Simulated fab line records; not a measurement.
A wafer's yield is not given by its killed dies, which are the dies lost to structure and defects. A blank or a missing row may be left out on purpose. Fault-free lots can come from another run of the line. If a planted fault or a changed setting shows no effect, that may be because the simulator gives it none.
A lot that was struck, set against a sound lot :: flow nandHarc :: 14 out of 1302 route steps
Sound: these wafers, L384.3, L384.5, L384.6. Wafers L393.1, L393.2, L393.4 were the ones struck. The cause comes at the end.
At each step with rows: each side's tool, then ch and its chambers, then its first start. Under that, the readings that differ: sound wafers :: struck wafers :: difference of the means :: sigmas: that difference in standard deviations of wafers without a fault.
alike: same words and numbers on both sides, and readings whose means sit less than 2 such deviations apart. not compared: any withheld reading, any reading some wafer has no value for, any bound like >300 that may hide the same value, and any number with overlapping values for which the record gives no deviation.
The two part at a step that has a row with sigmas, a row that says differs or no value, or rows on one side only. Non-overlapping numbers with no deviation appear without sigmas and do not part them. Lack of a reading on every wafer of one side parts them only where that side has two or more wafers.

first, 8 steps without rows for these wafers: NHARC_P_ZERO_WELL_DEHYDRATE_29 (time 120 s); NHARC_P_ZERO_WELL_HMDS_30 (time 30 s); NHARC_P_ZERO_WELL_COAT_31; NHARC_P_ZERO_WELL_SOFTBAKE_32 (time 95 s); NHARC_P_ZERO_WELL_EBR_33; NHARC_P_ZERO_WELL_EXPOSE_34 (exposes mask P PWELL, target cd 720 nm); NHARC_P_ZERO_WELL_PEB_35 (peb time 85 s); NHARC_P_ZERO_WELL_DEVELOP_36 (time 70 s).
NHARC_P_ZERO_WELL_CD_MEAS_37: target cd 720 nm.
  sound on cdSem-03 ch 0, day 4 21:51; struck on cdSem-02 ch 0, day 8 16:18
  alike: cdNm
then, 1 step without rows for these wafers: NHARC_P_ZERO_WELL_HARDBAKE_38 (time 80 s).
NHARC_P_ZERO_WELL_DESCUM_39: chemistry O2, time 3 s.
  sound on rieDiel-05 ch 0,1,2, day 4 22:02; struck on rieDiel-08 ch 0,1,3, day 8 16:29
  alike: chamberPressureMTorr, drypumpMotorCurrentA, oesProductAu, rfVppV, showerheadPlenumPTorr, throttleValvePct
  not compared: rfHoursCounterH
following that, these wafers have no rows for 1 step: NHARC_P_ZERO_WELL_IMPLANT_40.
NHARC_P_ZERO_WELL_IMPLANT_59:
  sound on implanter-01 ch 0, day 4 22:23; struck on implanter-02, day 8 16:47
  no value came back on the struck wafers for beamEnergyKeV, beamOnS (s); on the sound wafers beamEnergyKeV reads 120.06 120.03 120.02
following that, these wafers have no rows for 1 step: NHARC_P_ZERO_WELL_IMPLANT_60.

WHERE THEY PART
Within this record, at NHARC_P_ZERO_WELL_IMPLANT_59 only.

WHY: what had been put in by the simulator
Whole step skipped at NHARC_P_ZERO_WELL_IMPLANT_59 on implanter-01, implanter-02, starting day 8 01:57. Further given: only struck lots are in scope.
